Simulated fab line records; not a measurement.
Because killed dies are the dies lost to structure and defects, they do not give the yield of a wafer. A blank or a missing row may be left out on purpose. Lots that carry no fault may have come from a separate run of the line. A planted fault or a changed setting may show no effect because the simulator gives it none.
Struck lot and sound lot, side by side    flow nand_harc    26 steps out of a route of 1302
Sound: the wafers L303.2, L303.3, L303.5. Struck: wafers L297.2, L297.3, L297.6. The cause comes at the end.
Per side, at each step with rows, come the tool, then ch with its chambers, and then its first start. Under that, the readings that differ: sound wafers    struck wafers    difference of the means    sigmas: that difference in standard deviations of wafers without a fault.
alike: same words and numbers on both sides, and readings whose means sit less than 2 such deviations apart. not compared: any withheld reading, any reading some wafer has no value for, any bound like >300 that may hide the same value, and any number with overlapping values for which the record gives no deviation.
A row with sigmas, a row that says differs or no value, or rows on one side alone: a step with any of these is where the two part. Numbers that don't overlap but have no deviation are shown without sigmas and don't part them. Lack of a reading on every wafer of one side parts them only where that side has two or more wafers.

NHARC_A_CHANNEL_HOLE_D2_INSPECT_12:
  struck on defect_inspect-01, day 18 16:47; sound on defect_inspect-01, day 20 16:01
  alike: raw_defect_count
then, 5 steps without rows for these wafers: NHARC_A_CHANNEL_HOLE_D2_DESCUM_15 (chemistry O2, time 3 s); NHARC_A_CHANNEL_HOLE_D2_ETCH_38 (etches the open film in CF4, target depth 39 nm, time 65 s); NHARC_A_CHANNEL_HOLE_D2_ETCH_39 (etches the open film in N2/H2, target depth 260 nm, time 325 s); NHARC_A_CHANNEL_HOLE_D2_ETCH_34 (etches the open film in CF4/CHF3, target depth 154 nm, time 77 s); NHARC_A_CHANNEL_HOLE_D2_ETCH_16 (etches the open film in O2/COS, target depth 3100 nm, time 806 s).
NHARC_A_CHANNEL_HOLE_D2_CD_MEAS_18:
  struck on cd_sem-01, day 18 18:23; sound on cd_sem-02, day 20 17:11
  alike: cd_nm
then, 1 step without rows for these wafers: NHARC_A_CHANNEL_HOLE_D2_ETCH_19 (etches the open film in C4F8/O2/Ar, time 34.5 s).
NHARC_A_CHANNEL_HOLE_D2_ETCH_20: etches the open film in C4F8/O2/Ar, time 361.9 s, target depth 1600 nm.
  sound on har_etch-01 ch 0,1, day 20 18:52; struck on har_etch-02 ch 0,1, day 18 18:37
  alike: c4f8_flow_sccm, chamber_pressure_mTorr, drypump_motor_current_A, showerhead_plenum_p_Torr, throttle_valve_pct
  not compared: rf_hours_counter_h
NHARC_A_CHANNEL_HOLE_D2_ETCH_21: etches the open film in C4F8/O2/Ar, time 514.3 s, target depth 1600 nm.
  sound on har_etch-01 ch 0,1, day 20 19:12; struck on har_etch-02 ch 0,1, day 18 18:57
  alike: c4f8_flow_sccm, chamber_pressure_mTorr, drypump_motor_current_A, showerhead_plenum_p_Torr, throttle_valve_pct
  not compared: rf_hours_counter_h
NHARC_A_CHANNEL_HOLE_D2_ETCH_22: etches the open film in C4F8/O2/Ar, time 666.7 s, target depth 1600 nm.
  sound on har_etch-01 ch 0,1, day 20 19:39; struck on har_etch-02 ch 0,1, day 18 19:25
  alike: c4f8_flow_sccm, chamber_pressure_mTorr, drypump_motor_current_A, showerhead_plenum_p_Torr, throttle_valve_pct
  not compared: rf_hours_counter_h
NHARC_A_CHANNEL_HOLE_D2_ETCH_23: etches the open film in C4F8/O2/Ar, time 819 s, target depth 1600 nm.
  sound on har_etch-01 ch 0,1, day 20 20:14; struck on har_etch-02 ch 0,1, day 18 20:00
  alike: c4f8_flow_sccm, chamber_pressure_mTorr, drypump_motor_current_A, showerhead_plenum_p_Torr, throttle_valve_pct
  not compared: rf_hours_counter_h
NHARC_A_CHANNEL_HOLE_D2_ETCH_24: etches the open film in C4F8/O2/Ar, time 906.2 s, target depth 1500 nm.
  sound on har_etch-01 ch 0,1, day 20 20:57; struck on har_etch-02 ch 0,1, day 18 20:43
  no value came back on the struck wafers for any of 6 readings (c4f8_flow_sccm (sccm), chamber_pressure_mTorr (mTorr) and others); on the sound wafers c4f8_flow_sccm (sccm) reads 93.84 93.80 93.94
  not compared: rf_hours_counter_h
then, 1 step without rows for these wafers: NHARC_A_CHANNEL_HOLE_D2_ETCH_25 (etches the open film in C4F8/O2/Ar, time 1040.2 s, target depth 1500 nm).
NHARC_A_CHANNEL_HOLE_D2_ETCH_26: etches the open film in C4F8/O2/Ar, time 224.1 s, target depth 300 nm.
  sound on har_etch-01 ch 0,1, day 20 22:31; struck on har_etch-02 ch 0,1, day 18 22:16
  alike: bias_v, c4f8_flow_sccm, drypump_motor_current_A, showerhead_plenum_p_Torr, throttle_valve_pct
  not compared: rf_hours_counter_h
then, 4 steps without rows for these wafers: NHARC_A_CHANNEL_HOLE_D2_ETCH_27 (etches the open film in C4F8/O2/Ar, time 90 s, target depth 400 nm); NHARC_A_CHANNEL_HOLE_D2_STRIP_41 (strips in N2/H2); NHARC_A_CHANNEL_HOLE_D2_STRIP_42 (strips in CF4/CHF3); NHARC_A_CHANNEL_HOLE_D2_STRIP_43 (strips in O2/COS).
NHARC_A_CHANNEL_HOLE_D2_ETCH_44: etches the open film in CF4/O2, target depth 140 nm, overetch 14 nm, time 77 s.
  sound on rie_diel-09 ch 0,1,2, day 20 23:26; struck on rie_diel-03 ch 1,3, day 18 23:11
reading                             sound              struck             difference  sigmas
model.A_CHANNEL_HOLE_D2.cd_nm (nm)  92.77 89.66 89.45  101.5 100.1 100.1  +9.9        
  alike: bias_w, cf4_flow_sccm, drypump_motor_current_A, oes_product_au, rf_vpp_V, showerhead_plenum_p_Torr, throttle_valve_pct
  not compared: rf_hours_counter_h
then, 3 steps without rows for these wafers: NHARC_A_CHANNEL_HOLE_D2_STRIP_28 (strips in O2); NHARC_A_CHANNEL_HOLE_D2_PRECLEAN_29 (cleans in SC1); NHARC_A_CHANNEL_HOLE_D2_SRD_30.
NHARC_A_CHANNEL_HOLE_D2_CD_MEAS_31:
  struck on cd_sem-02, day 19 00:01; sound on cd_sem-02, day 21 00:13
reading     sound           struck        difference  sigmas
cd_nm (nm)  92.3 90.0 89.5  0.7 0.6 -0.7  -90.4       -70
NHARC_A_CHANNEL_HOLE_D2_XSEM_32:
  sound on xsem-01 ch 0, day 21 00:18; struck on xsem-01 ch 0, day 19 00:06
reading         sound           struck          difference  sigmas
bot_cd_nm (nm)  76.3 74.1 73.8  0.2 0.3 0.0     -74.6       -53
bow_nm (nm)     8.16 8.18 8.19  0.56 0.56 0.56  -7.62       -25
  alike: tilt_deg
NHARC_A_CHANNEL_HOLE_D2_INSPECT_40:
  struck on defect_inspect-02, day 19 00:11; sound on defect_inspect-01, day 21 00:23
  alike: raw_defect_count

## WHERE THEY PART
At NHARC_A_CHANNEL_HOLE_D2_ETCH_24 first; at NHARC_A_CHANNEL_HOLE_D2_XSEM_32 last (within this record only). Later steps at which nothing parts them and some readings are alike: NHARC_A_CHANNEL_HOLE_D2_INSPECT_40.

WHY: whatever the simulator had introduced
Step skipped in full: har_etch-02, at NHARC_A_CHANNEL_HOLE_D2_ETCH_24, from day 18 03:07 onward. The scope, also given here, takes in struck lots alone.
